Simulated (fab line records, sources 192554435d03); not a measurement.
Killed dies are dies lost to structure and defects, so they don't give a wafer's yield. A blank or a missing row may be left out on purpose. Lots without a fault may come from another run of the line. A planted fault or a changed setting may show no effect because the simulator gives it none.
Chamber matching | flow n5_finfet | N5_BEOL_M13_VIA_ETCH_16 on rie_diel-01: 4 sister chambers
The step etches SiOC in C4F8/O2/Ar, target depth 921.7 nm. 4 wafers are shown with their chamber, then 8 later ones without.

WAFERS WITH THEIR CHAMBER
wafer  | chamber | drypump_motor_current_A (A)
L083.6 | 0       | 5.8
L088.1 | 3       | 6.2
L088.6 | 1       | 4.7
L090.3 | 2       | 6.6

WAFERS WITHOUT THEIR CHAMBER
wafer  | drypump_motor_current_A (A)
L090.4 | 5.9
L090.5 | 5.9
L092.2 | 5.8
L092.3 | 6.6
L092.5 | 5.8
L096.3 | 6.2
L096.4 | 6.5
L096.5 | 6.2

WHICH CHAMBER EACH WENT THROUGH
wafer  | from the rows above | in truth
L090.4 | 0                   | 0
L090.5 | 0                   | 0
L092.2 | 0                   | 0
L092.3 | 2                   | 2
L092.5 | 0                   | 0
L096.3 | 3                   | 3
L096.4 | 2                   | 2
L096.5 | 3                   | 3
Placed correctly: 8 of 8. Can't be placed from these rows: 0. Placed wrongly: 0.
How it was worked out, from the rows above alone: a wafer's distance from a chamber is the root of the sum, over the readings, of the square of ((its reading less the chamber's mean) divided by the reading's scatter). The wafer belongs to the nearest chamber; if the next one is less than 2 further off, it can't be placed. A chamber's mean is the mean of its shown wafers. The scatter: with one shown wafer a chamber, the root of the mean of the squares of how far each hidden wafer lies from its nearest shown one.
